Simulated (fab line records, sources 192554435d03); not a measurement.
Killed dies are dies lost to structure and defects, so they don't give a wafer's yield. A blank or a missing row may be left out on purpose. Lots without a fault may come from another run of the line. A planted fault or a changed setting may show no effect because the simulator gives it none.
Chamber matching | flow n5_finfet | N5_MOL_CONTACT_COAG_CMP_23 on cmp-04: 4 sister chambers
The step polishes, stops on SiO2, t overpolish 1.5 s, target thk 0 nm. 4 wafers are shown with their chamber, then 10 later ones without.

WAFERS WITH THEIR CHAMBER
wafer  | chamber | retaining_ring_pressure_frac
L082.3 | 2       | 1.011
L082.4 | 1       | 0.989
L083.1 | 3       | 0.994
L083.2 | 0       | 1.003

WAFERS WITHOUT THEIR CHAMBER
wafer  | retaining_ring_pressure_frac
L083.4 | 1.002
L085.1 | 0.991
L085.3 | 0.999
L085.4 | 0.999
L086.2 | 1.007
L086.4 | 0.997
L086.6 | 0.997
L091.1 | 1.002
L091.2 | 0.990
L091.6 | 0.992

WHICH CHAMBER EACH WENT THROUGH
wafer  | from the rows above          | in truth
L083.4 | 0                            | 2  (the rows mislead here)
L085.1 | can't be placed: 1 or 3      | 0
L085.3 | can't be placed: 0 or 3      | 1
L085.4 | can't be placed: 0 or 3      | 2
L086.2 | can't be placed: 0 or 2      | 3
L086.4 | can't be placed: 3 or 0 or 1 | 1
L086.6 | can't be placed: 3 or 0 or 1 | 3
L091.1 | 0                            | 0
L091.2 | can't be placed: 1 or 3      | 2
L091.6 | can't be placed: 3 or 1      | 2
Placed correctly: 1 of 10. Can't be placed from these rows: 8 (the true chamber is among the candidates in 2). Placed wrongly: 1.
How it was worked out, from the rows above alone: a wafer's distance from a chamber is the root of the sum, over the readings, of the square of ((its reading less the chamber's mean) divided by the reading's scatter). The wafer belongs to the nearest chamber; if the next one is less than 2 further off, it can't be placed. A chamber's mean is the mean of its shown wafers. The scatter: with one shown wafer a chamber, the root of the mean of the squares of how far each hidden wafer lies from its nearest shown one.
